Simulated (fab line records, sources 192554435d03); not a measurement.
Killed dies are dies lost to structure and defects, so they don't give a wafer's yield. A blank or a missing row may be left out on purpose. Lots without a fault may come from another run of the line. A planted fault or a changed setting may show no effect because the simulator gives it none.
Chamber matching | flow n5_finfet | N5_FIN_SAQP_SPACER1_ETCHBACK_25 on rie_diel-06: 4 sister chambers
The step etches SiO2 in CHF3/O2, target depth 24.4 nm, time 12.2 s. 4 wafers are shown with their chamber, then 8 later ones without.

WAFERS WITH THEIR CHAMBER
wafer  | chamber | rf_vpp_V (V)
L084.2 | 1       | 537
L084.4 | 3       | 512
L085.4 | 0       | 505
L088.3 | 2       | 510

WAFERS WITHOUT THEIR CHAMBER
wafer  | rf_vpp_V (V)
L088.4 | 512
L088.5 | 512
L091.3 | 505
L091.4 | 537
L091.5 | 504
L097.1 | 504
L097.2 | 510
L097.5 | 538

WHICH CHAMBER EACH WENT THROUGH
wafer  | from the rows above | in truth
L088.4 | 3                   | 3
L088.5 | 3                   | 3
L091.3 | 0                   | 0
L091.4 | 1                   | 1
L091.5 | 0                   | 0
L097.1 | 0                   | 0
L097.2 | 2                   | 2
L097.5 | 1                   | 1
Placed correctly: 8 of 8. Can't be placed from these rows: 0. Placed wrongly: 0.
How it was worked out, from the rows above alone: a wafer's distance from a chamber is the root of the sum, over the readings, of the square of ((its reading less the chamber's mean) divided by the reading's scatter). The wafer belongs to the nearest chamber; if the next one is less than 2 further off, it can't be placed. A chamber's mean is the mean of its shown wafers. The scatter: with one shown wafer a chamber, the root of the mean of the squares of how far each hidden wafer lies from its nearest shown one.
